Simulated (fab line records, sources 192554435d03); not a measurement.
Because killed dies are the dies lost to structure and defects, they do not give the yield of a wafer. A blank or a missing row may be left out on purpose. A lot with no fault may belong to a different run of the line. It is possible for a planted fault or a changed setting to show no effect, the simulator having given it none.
Problem report, 8D (eight disciplines) form, completed by code | flow n5Finfet | the parts of the form that need people (team, actions taken, sign-off) are left out

## 1. WHAT WENT WRONG
Wafers without a fault read 38.6 nm, standard deviation 0.52; cdNm at N5_BEOL_M7_CD_MEAS_11 reads a mean of 32.7 nm on 3 wafers belonging to 3 lots. That is -11 standard deviations from the usual mean.
The step: target cd 38.5 nm.
First seen on wafer L424.1, day 10 19:50, on cdSem-01. The record has a number at this step for 15 wafers belonging to 5 lots. Rule for "out" (also "out of limits"): further than 4 standard deviations from the usual mean. The rest of the wafers with a number are treated as sound.

## 2. WHAT IT IS, AND WHAT IT ISN'T
question                    | is                           | is not
which readings at this step | cdNm                         | -
which lots                  | L424, L425, L426             | L431, L438
which wafers of those lots  | L424.1, L425.1, L426.2       | L424.4, L424.5, L425.3, L425.4, L426.5, L426.6
read on which gauges        | cdSem-01, cdSem-02, cdSem-03 | -
when                        | from day 10 19:50            | up to then (2 sound wafers); but 10 sound wafers of L425, L426, L431, L438 came after

## 3. THE SUSPECTS, EACH WITH WHAT RULES IT OUT
Counting: if a tool at a process step up to the reading ran every lot that is out, it stays a suspect. Sound lots after the first of them don't rule it out here, since some wafers of a struck lot are sound.
- the gauge at N5_BEOL_M7_CD_MEAS_11 has been ruled out. Those wafers that are out were read across 3 gauges (cdSem-01, cdSem-02, cdSem-03).
- arfiScanner-01 at N5_BEOL_M7_EXPOSE_08 (exposes mask M7): kept. It ran every lot that is out, first L424 (day 10 19:43).
Remaining after the count: arfiScanner-01 at N5_BEOL_M7_EXPOSE_08.

## 4. THE CAUSE (what the simulator had put in)
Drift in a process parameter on arfiScanner-01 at N5_BEOL_M7_EXPOSE_08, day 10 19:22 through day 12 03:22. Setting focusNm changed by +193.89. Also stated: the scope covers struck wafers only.
Only this tool survived the counting.

## 5. THE CHAIN OF EFFECTS, in route order
One row per reading whose mean, taken over the struck wafers that have a number, lies over 3 standard deviations from the usual. Only readings for which the record gives a usual standard deviation are gone through. hours: the time from each lot's start at the first step in this table that gives one to its start at this step, as a median over the lots. sigmas: the change in usual standard deviations.
hours | step                    | reading          | usual       | on struck wafers | change | sigmas
0     | N5_BEOL_M7_CD_MEAS_11   | cdNm             | 38.6 nm     | 32.7             | -5.9   | -11
1     | N5_BEOL_M7_CD_MEAS_18   | cdNm             | 40.1 nm     | 34.1             | -6.0   | -9.5
65    | N5_BEOL_M15_RC_MEAS_101 | SERP_M7          | 13.8 ohm/um | 17.8             | +4.0   | +7.6
65    | N5_BEOL_M15_RC_MEAS_101 | SERP_M7_max_site | 14.4 ohm/um | 18.7             | +4.3   | +7.4

## 6. HOW IT WOULD HAVE BEEN CAUGHT EARLIER
In this record the first reading out of limits at a measuring or inspecting step was taken at day 10 19:50, 0 hours after the fault began at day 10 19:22.
L425, L426, from the lots that are out (3), started N5_BEOL_M7_EXPOSE_08 on arfiScanner-01 later than day 10 19:50. A hold on the tool at that time would have spared those 2.
